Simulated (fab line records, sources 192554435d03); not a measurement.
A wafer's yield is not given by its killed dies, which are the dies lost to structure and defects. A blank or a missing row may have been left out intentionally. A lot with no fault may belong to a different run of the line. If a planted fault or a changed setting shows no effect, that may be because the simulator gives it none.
Matching of chambers + flow n5Finfet + N5_BEOL_M10_ILD_DEP_00 on pecvd-04 has 3 sister chambers
The step deposits SiCOH lowk from DEMS/porogen, target thk 308.51 nm, time 58 s. 6 wafers are shown with their chamber, then 9 later ones without.

WAFERS WITH THEIR CHAMBER
| wafer  | chamber | throttleValvePct (%) | heaterPowerW (W) |
|--------|---------|----------------------|------------------|
| L083.3 | 0       | 14.2                 | 302              |
| L083.4 | 0       | 14.5                 | 301              |
| L088.4 | 2       | 13.4                 | 292              |
| L090.1 | 1       | 14.9                 | 282              |
| L090.4 | 1       | 14.9                 | 284              |
| L090.6 | 2       | 13.5                 | 325              |

WAFERS WITHOUT THEIR CHAMBER
| wafer  | throttleValvePct (%) | heaterPowerW (W) |
|--------|----------------------|------------------|
| L091.4 | 14.3                 | 355              |
| L091.5 | 13.5                 | 313              |
| L091.6 | 15.1                 | 276              |
| L094.4 | 14.3                 | 284              |
| L094.5 | 14.9                 | 248              |
| L094.6 | 13.4                 | 310              |
| L095.1 | 13.4                 | 258              |
| L095.3 | 15.0                 | 271              |
| L095.6 | 13.4                 | 283              |

EACH ONE'S CHAMBER
| wafer  | from the rows above | in truth |
|--------|---------------------|----------|
| L091.4 | 0                   | 0        |
| L091.5 | 2                   | 2        |
| L091.6 | 1                   | 1        |
| L094.4 | 0                   | 0        |
| L094.5 | 1                   | 1        |
| L094.6 | 2                   | 2        |
| L095.1 | 2                   | 2        |
| L095.3 | 1                   | 1        |
| L095.6 | 2                   | 2        |
Correctly placed: 9 of 9. Number that these rows cannot place: 0. Number placed wrongly: 0.
How it was worked out, from the rows above alone: a wafer's distance from a chamber is the root of the sum, over the readings, of the square of ((its reading less the chamber's mean) divided by the reading's scatter). The wafer belongs to the nearest chamber; if the next one is less than 2 further off, it can't be placed. Each chamber's mean is taken over the wafers shown for it. The scatter is the square root of a quotient: the sum, over the shown wafers, of each reading's squared deviation from its chamber's mean, divided by wafers minus chambers.
